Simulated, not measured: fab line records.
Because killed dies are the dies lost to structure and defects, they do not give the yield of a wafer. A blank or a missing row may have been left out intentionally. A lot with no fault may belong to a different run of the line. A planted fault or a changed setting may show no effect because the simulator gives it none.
Chamber matching    flow n5-finfet    N5_BEOL_M0_TRENCH_ETCH_107 on rie-diel-01 has 4 sister chambers
The step etches SiOC in C4F6/O2, target depth 32.8 nm, time 16.4 s. 8 wafers are shown with their chamber, then 10 later ones without.

## WAFERS, EACH WITH ITS CHAMBER
wafer   chamber  showerhead-plenum-p-Torr (Torr)  oes-product-au (a.u.)
L074.4  0        2.95                             0.77
L080.1  2        2.91                             0.92
L084.6  2        2.91                             0.90
L087.1  1        2.74                             0.71
L087.3  3        2.80                             0.72
L087.5  1        2.74                             0.71
L089.3  0        2.94                             0.76
L089.4  3        2.80                             0.71

## WAFERS WITH NO CHAMBER GIVEN
wafer   showerhead-plenum-p-Torr (Torr)  oes-product-au (a.u.)
L089.6  2.80                             0.71
L090.1  2.94                             0.75
L090.4  2.74                             0.70
L090.6  2.90                             0.89
L094.2  2.74                             0.69
L094.5  2.80                             0.71
L094.6  2.94                             0.74
L095.1  2.80                             0.70
L095.3  2.74                             0.69
L095.4  2.94                             0.74

## THE CHAMBER EACH PASSED THROUGH
wafer   from the rows above  in truth
L089.6  3                    3
L090.1  0                    0
L090.4  1                    1
L090.6  2                    2
L094.2  1                    1
L094.5  3                    3
L094.6  0                    0
L095.1  3                    3
L095.3  1                    1
L095.4  0                    0
Correct placement for 10 of the 10. Not placeable from these rows: 0. Wrongly placed: 0.
How it was worked out, from the rows above alone: a wafer's distance from a chamber is the root of the sum, over the readings, of the square of ((its reading less the chamber's mean) divided by the reading's scatter). If the next closest chamber is less than 2 further off than the closest, the wafer can't be placed; otherwise it belongs to the closest. For every chamber, the mean is computed from those of its wafers that are shown. How the scatter is found: for the shown wafers, subtract from each reading the mean of its chamber, square and add these, divide the total by (wafers less chambers), then take the root.
